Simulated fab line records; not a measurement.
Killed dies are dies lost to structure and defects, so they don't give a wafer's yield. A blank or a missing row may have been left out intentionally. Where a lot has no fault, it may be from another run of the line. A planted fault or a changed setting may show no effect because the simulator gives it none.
A lot that was struck, set against a sound lot	flow nand-harc	28 out of 1302 route steps
Sound: the wafers L417.1, L417.2, L417.3. Wafers L421.2, L421.4, L421.6 were the ones struck. The cause is given at the end.
At each step with rows: each side's tool, then ch and its chambers, then its first start. Under that, the readings that differ: sound wafers	struck wafers	difference of the means	sigmas: that difference in standard deviations of wafers without a fault.
alike: readings with means less than 2 such deviations apart, plus words and numbers identical on both sides. not compared: withheld readings, readings lacking a value on some wafer, bounds such as >300 that could conceal the same value, and numbers that have no deviation in the record and whose values overlap.
A row with sigmas, a row that says differs or no value, or rows on one side alone: a step with any of these is where the two part. When numbers do not overlap yet have no deviation, they are printed without sigmas and do not part them. Lack of a reading on every wafer of one side parts them only where that side has two or more wafers.

NHARC_A_CONTACT_ETCH_132: etches the open film in C4F8/O2/Ar, time 197 s, target depth 1924 nm.
  sound on har-cap-etch-03 ch 0,1, day 23 19:57; struck on har-cap-etch-03 ch 0,1, day 25 07:17
  alike: chamber-pressure-mTorr, oes-air-line-au
  not compared: rf-hours-counter-h
NHARC_A_CONTACT_ETCH_133: etches the open film in C4F8/O2/Ar, time 374 s, target depth 1610 nm.
  sound on har-cap-etch-03 ch 0,1, day 23 20:08; struck on har-cap-etch-03 ch 0,1, day 25 07:31
  alike: chamber-pressure-mTorr, oes-air-line-au
  not compared: rf-hours-counter-h
NHARC_A_CONTACT_ETCH_91: etches the open film in CH3F/O2, target depth 40 nm, time 85.7 s.
  sound on rie-diel-05 ch 0,1,3, day 23 20:55; struck on rie-diel-10 ch 1,3, day 25 08:14
  alike: chamber-pressure-mTorr, drypump-motor-current-A, oes-product-au, rf-vpp-V, showerhead-plenum-p-Torr, throttle-valve-pct
  not compared: rf-hours-counter-h
NHARC_A_CONTACT_ETCH_97: etches the open film in C4F6/O2, target depth 20 nm, time 10 s.
  sound: rie-diel-05 ch 0,1,3; struck: rie-diel-10 ch 1,2
reading	sound	struck	difference	sigmas
drypump-motor-current-A (A)	5.5 4.9 5.5	6.5 6.2 6.5	+1.1	+2
  alike: chamber-pressure-mTorr, oes-product-au, rf-vpp-V, showerhead-plenum-p-Torr, throttle-valve-pct
  not compared: rf-hours-counter-h
NHARC_A_CONTACT_CD_MEAS_80:
  sound on cd-sem-01 at day 23 21:08; struck on cd-sem-02 at day 25 08:27
  alike: cd-nm
then, 3 steps without rows for these wafers: NHARC_A_CONTACT_STRIP_103 (strips in N2/H2); NHARC_A_CONTACT_STRIP_104 (strips in CF4/CHF3); NHARC_A_CONTACT_STRIP_105 (strips in O2/COS).
NHARC_A_CONTACT_ETCH_106: etches the open film in CF4/O2, target depth 90 nm, overetch 9 nm, time 49.5 s.
  sound on rie-diel-05 ch 0,2,3, day 23 21:33; struck on rie-diel-10 ch 0,1, day 25 08:44
  alike: chamber-pressure-mTorr, drypump-motor-current-A, oes-product-au, rf-vpp-V, showerhead-plenum-p-Torr, throttle-valve-pct
  not compared: rf-hours-counter-h
then, 3 steps without rows for these wafers: NHARC_A_CONTACT_STRIP_82 (strips in O2); NHARC_A_CONTACT_STRIP_83 (strips in post etch residue remover, time 600 s); NHARC_A_CONTACT_DEP_84 (deposits aC, target thk 2800 nm).
NHARC_A_CONTACT_DEP_85: deposits SiON, target thk 60 nm.
  sound on pecvd-04 ch 0,1,2, day 23 23:58; struck on pecvd-04 ch 0,1, day 25 13:26
  alike: heater-power-w
then, 10 steps without rows for these wafers: NHARC_A_CONTACT_DEHYDRATE_00 (time 120 s); NHARC_A_CONTACT_HMDS_01 (time 30 s); NHARC_A_CONTACT_COAT_86 (time 75 s); NHARC_A_CONTACT_COAT_87 (time 65 s); NHARC_A_CONTACT_COAT_02 (resist thk 90 nm); NHARC_A_CONTACT_SOFTBAKE_03 (time 55 s); NHARC_A_CONTACT_EBR_04; NHARC_A_CONTACT_EXPOSE_05 (exposes mask A CC); NHARC_A_CONTACT_PEB_06 (peb time 65 s); NHARC_A_CONTACT_DEVELOP_07 (develop time 35 s).
NHARC_A_CONTACT_CD_MEAS_08 targets a cd of 200 nm.
  sound on cd-sem-02 ch 0, day 24 00:41; struck on cd-sem-02 ch 0, day 25 13:58
  alike: cd-nm
NHARC_A_CONTACT_OVL_MEAS_09:
  sound on overlay-02 at day 24 00:46; struck on overlay-02 at day 25 14:03
  alike: overlay-x-nm, overlay-y-nm
NHARC_A_CONTACT_INSPECT_10:
  sound on defect-inspect-02 at day 24 00:48; struck on defect-inspect-02 at day 25 14:05
reading	sound	struck	difference	sigmas
raw-defect-count	21 26 22	1259 1254 1251	+1232	+31
then, 1 step without rows for these wafers: NHARC_A_CONTACT_DESCUM_13 (chemistry O2, time 3 s).
-- record jumps: 2 days between struck wafers' starts before vs after; left off in module A_CONTACT, resumes in module END, first step shown is number 1302 of the route --
NHARC_END_SORT_01:
  only the struck wafers appear in the record here, on prober-02 ch 0 at day 27 22:07; the sound ones have no rows

## WHERE THEY PART
At NHARC_A_CONTACT_ETCH_97 first; at NHARC_END_SORT_01 last (within this record only).

WHY: what had been put in by the simulator
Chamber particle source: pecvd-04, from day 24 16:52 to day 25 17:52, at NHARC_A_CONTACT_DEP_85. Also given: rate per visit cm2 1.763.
